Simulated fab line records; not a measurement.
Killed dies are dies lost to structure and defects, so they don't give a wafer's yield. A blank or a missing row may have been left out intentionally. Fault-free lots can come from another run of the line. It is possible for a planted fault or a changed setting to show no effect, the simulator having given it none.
Which tool is to blame?    flow n5Finfet    36 wafers from 12 lots sampled at 2 of the route's 1938 steps

## WHAT THE GAUGES SHOWED, per wafer
N5_GATE_CUT_THK_MEAS_24.
lot   measured      on            GC_FILL_THK (nm)
L794  day 5 03:35   filmMetro-01  219.3 218.8 220.6
L796  day 5 09:13   filmMetro-01  219.2 220.1 222.0
L797  day 5 16:05   filmMetro-01  221.9 222.8 223.5
L798  day 5 22:58   filmMetro-01  217.9 214.6 219.6
L799  day 6 03:56   filmMetro-01  219.7 221.0 221.2
L809  day 8 14:08   filmMetro-02  218.5 217.7 221.3
L810  day 8 21:59   filmMetro-02  216.9 221.4 220.5
L812  day 9 10:12   filmMetro-02  219.8 220.6 220.5
L813  day 9 15:04   filmMetro-01  220.0 222.0 218.5
L814  day 9 20:31   filmMetro-02  218.3 217.6 218.8
L815  day 10 03:25  filmMetro-02  217.3 219.5 219.6
L816  day 10 10:22  filmMetro-02  216.0 221.5 219.0

N5_MOL_CONTACT_COAG_INSPECT_10: inspects for defects (brightfield).
lot   measured      on                rawDefectCount
L794  day 5 04:43   defectInspect-02  79 117 65
L796  day 5 10:21   defectInspect-02  50 42 31
L797  day 5 17:13   defectInspect-02  69 40 40
L798  day 6 00:06   defectInspect-02  124 51 58
L799  day 6 05:04   defectInspect-01  60 79 36
L809  day 8 15:23   defectInspect-01  97 72 83
L810  day 8 23:07   defectInspect-02  49 37 50
L812  day 9 11:26   defectInspect-02  40 57 130
L813  day 9 17:13   defectInspect-02  60 42 52
L814  day 9 21:47   defectInspect-01  56 58 44
L815  day 10 04:41  defectInspect-01  59 39 44
L816  day 10 11:29  defectInspect-01  43 80 63

## EACH LOT AND THE TOOL THAT RAN IT (in order: tool; ch and the chambers of the sampled wafers; start)
There is no process step in the record ahead of these readings.

## WHAT THE TOOLS THEMSELVES READ (means of the sampled wafers that have a number; where no wafer has one, the mark that the record gives instead)
The record holds no such reading with a usual standard deviation.

## THE ANSWER, worked out from the rows above alone
Rule: the usual values come from the lots themselves. The widest of any qualifying gaps counts: lots, ordered by their means at a reading, are off when they make up no more than a third of the lots, leave a main group of 4 or more, and stand apart from it by 3 or more times the standard deviation of that group's means. A main group is skipped when, at the precision printed for the reading in the tables above, its means are all equal. Also off: a lot with no number at a reading for which 4 or more lots have one. Where the step has rows for the other lots, those lots are counted as sound. The gauges are gone through in route order, then the tools' own readings, and for those a lot's mean is taken as printed above. At the first step where some lot is off, the reading lying furthest off is the one used; lots without a number count as furthest.
Nothing can be told from this: no lot is off at any reading shown.

## WHAT THE SIMULATOR HAD INSERTED
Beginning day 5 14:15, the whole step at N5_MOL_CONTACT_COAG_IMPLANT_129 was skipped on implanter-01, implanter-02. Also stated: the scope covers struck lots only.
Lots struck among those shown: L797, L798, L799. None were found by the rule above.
